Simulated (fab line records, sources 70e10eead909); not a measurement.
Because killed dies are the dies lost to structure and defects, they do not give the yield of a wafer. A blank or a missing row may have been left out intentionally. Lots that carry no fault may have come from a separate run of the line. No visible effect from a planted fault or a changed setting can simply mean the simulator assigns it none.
A lot that was struck, set against a sound lot / flow nand_harc / 15 out of 1159 route steps
Sound: the wafers L941.3, L941.4, L941.6. Struck: wafer L937.2; the same lot's L937.6 was not struck, so it is left out; see the end for the cause.
Order at every step that has rows: each side's tool, ch and its chambers, its first start. Under that, the readings that differ: sound wafers / struck wafers / difference of the means / sigmas: that difference in standard deviations of wafers without a fault.
alike: a reading whose means differ by less than 2 such deviations, as well as words and numbers matching on both sides. not compared: withheld readings; readings where some wafer has no value; bounds like >300 that might hide an equal value; numbers whose values overlap and for which the record gives no deviation.
The two part at a step that has a row with sigmas, a row that says differs or no value, or rows on one side only. Numbers that don't overlap but have no deviation are shown without sigmas and don't part them. A reading that every wafer of one side lacks parts them only if that side has two wafers or more.

first, 1 step without rows for these wafers: NHARC_A_ONON_D1_DEP_00 (target thk 1000 nm).
NHARC_A_ONON_D1_THK_MEAS_02: measures by ellipsometry.
  sound on film_metro-02 at day 11 21:31; struck on film_metro-01 at day 11 02:32
  alike: thk_nm
then, 1 step without rows for these wafers: NHARC_A_ONON_D1_DEP_03 (target thk 1000 nm).
NHARC_A_ONON_D1_THK_MEAS_05: measures by ellipsometry.
  sound on film_metro-01 at day 11 22:05; struck on film_metro-01 at day 11 03:15
  alike: thk_nm
then, 1 step without rows for these wafers: NHARC_A_ONON_D1_DEP_06 (target thk 1000 nm).
NHARC_A_ONON_D1_THK_MEAS_08: measures by ellipsometry.
  sound on film_metro-02 at day 11 22:39; struck on film_metro-01 at day 11 03:49
  alike: thk_nm
then, 1 step without rows for these wafers: NHARC_A_ONON_D1_DEP_09 (target thk 1000 nm).
NHARC_A_ONON_D1_THK_MEAS_11: measures by ellipsometry.
  sound on film_metro-02 at day 11 23:13; struck on film_metro-01 at day 11 04:23
  alike: thk_nm
then, 1 step without rows for these wafers: NHARC_A_ONON_D1_DEP_12 (target thk 1000 nm).
NHARC_A_ONON_D1_THK_MEAS_14: measures by ellipsometry.
  sound on film_metro-01 at day 11 23:47; struck on film_metro-02 at day 11 04:58
  alike: thk_nm
then, 1 step without rows for these wafers: NHARC_A_ONON_D1_ANNEAL_15 (time 3600 s).
NHARC_A_ONON_D1_DEP_16: target thk 1000 nm.
  sound on pecvd_onon-02 ch 0, day 12 06:28; struck on pecvd_onon-03 ch 0, day 11 13:27
  alike: susceptor_temp_C
NHARC_A_ONON_D1_THK_MEAS_18: measures by ellipsometry.
  sound on film_metro-01 at day 12 06:52; struck on film_metro-02 at day 11 13:54
reading=thk_nm (nm); sound=991 991 993; struck=1527; difference=+535; sigmas=+54
then, 1 step without rows for these wafers: NHARC_A_ONON_D1_DEP_19 (target thk 1000 nm).
-- the record jumps here: 13 days lie between the struck wafers' starts before and after (it left off in module A_ONON_D1 and takes up again in module END, whose first step shown is number 1159 of the route) --
NHARC_END_SORT_01:
  here the record holds rows for the struck wafers (prober-02 ch 0, day 24 21:11) but none for the sound ones

WHERE THEY PART
First at NHARC_A_ONON_D1_THK_MEAS_18; last, within this record, at NHARC_END_SORT_01.

WHY: what the simulator had put in
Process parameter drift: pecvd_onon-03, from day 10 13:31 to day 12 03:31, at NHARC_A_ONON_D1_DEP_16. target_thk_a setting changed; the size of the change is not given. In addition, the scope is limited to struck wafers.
